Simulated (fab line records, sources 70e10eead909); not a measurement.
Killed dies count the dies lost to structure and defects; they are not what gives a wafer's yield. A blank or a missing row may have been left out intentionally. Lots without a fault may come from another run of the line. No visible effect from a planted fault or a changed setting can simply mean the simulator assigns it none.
Problem report in the 8D (eight disciplines) form, filled by code -- flow nand harc -- the parts of the form that need people (team, actions taken, sign-off) are left out

== 1. PROBLEM STATEMENT ==
Wafers without a fault read 55, standard deviation 12; killed at array at NHARC_END_SORT_01 reads a mean of 136 on 6 wafers belonging to 2 lots. That is +6.7 standard deviations from the usual mean.
First observed at day 32 02:43: wafer L994.3, on prober-02. The record holds 6 wafers of 2 lots with a number at this step. The rule behind "out" and "out of limits": a value lying over 4 standard deviations away from the usual mean. All remaining wafers that have a number are taken as sound.

== 2. WHAT IT IS AND WHAT IT IS NOT ==
question,is,is not
which readings at this step,"killed at array, killed dies","killed at other, killed at periphery, killed open, killed short"
which lots,"L994, L996",-
which wafers of those lots,all that have a number,-
read on which gauges,prober-02,-
when,from day 32 02:43,up to then (0 sound wafers)

== 3. SUSPECTS, AND WHAT RULES EACH OUT ==
Counting: a tool stays on the suspect list if, at a process step up to the reading, it processed all lots that are out and no sound lot following the first of them.
- the gauge at NHARC_END_SORT_01: kept. All the wafers that are out were read on prober-02, and no step on other tools shows them out.
- ald sin batch-01 at NHARC_A_CHANNEL_FILL_D1_ALD_15 (deposits SiNx, target thk 2 nm, pulse time 60 s, ald cycles 19): kept. It ran every lot that is out, first L994 (day 17 04:02), and no sound lot after that.
- plasma asher-02 at NHARC_THIN_TSV_STRIP_56 (strips in O2): kept. It ran every lot that is out, first L994 (day 31 15:42), and no sound lot after that.
ald sin batch-01 at NHARC_A_CHANNEL_FILL_D1_ALD_15, plasma asher-02 at NHARC_THIN_TSV_STRIP_56 and prober-02 at NHARC_END_SORT_01 are what is left after counting.

== 4. THE CAUSE (what the simulator had put in) ==
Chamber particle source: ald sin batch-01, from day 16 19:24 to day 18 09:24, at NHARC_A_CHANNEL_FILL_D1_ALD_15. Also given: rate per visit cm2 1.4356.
Counting leaves 3 suspects; this tool is one of them.

== 5. THE CHAIN OF EFFECTS, in route order ==
One row per reading whose mean, taken over the struck wafers that have a number, lies over 3 standard deviations from the usual. Readings are gone through only where the record gives a usual standard deviation; hours: the median, over the lots, of the time from a lot's start at the first step in this table giving one to that lot's start at this step; sigmas: the change measured in usual standard deviations.
hours,step,reading,usual,on struck wafers,change,sigmas
0,NHARC_END_SORT_01,killed at array,55,136,+81,+6.7
0,NHARC_END_SORT_01,killed dies,60,139,+79,+6.6

== 6. HOW IT WOULD HAVE BEEN CAUGHT EARLIER ==
The first out-of-limits reading at a measuring or inspecting step in this record came at day 32 02:43, 367 hours after the fault's start at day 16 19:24.
Of the tool readings at NHARC_A_CHANNEL_FILL_D1_ALD_15 for which the record gives a usual standard deviation, none was out on any struck wafer, so an alarm limit of 4 standard deviations on them would not have fired.
All the lots that are out (2) had begun NHARC_A_CHANNEL_FILL_D1_ALD_15 on ald sin batch-01 by day 32 02:43. Tool hold at that time: it would have spared none of them.
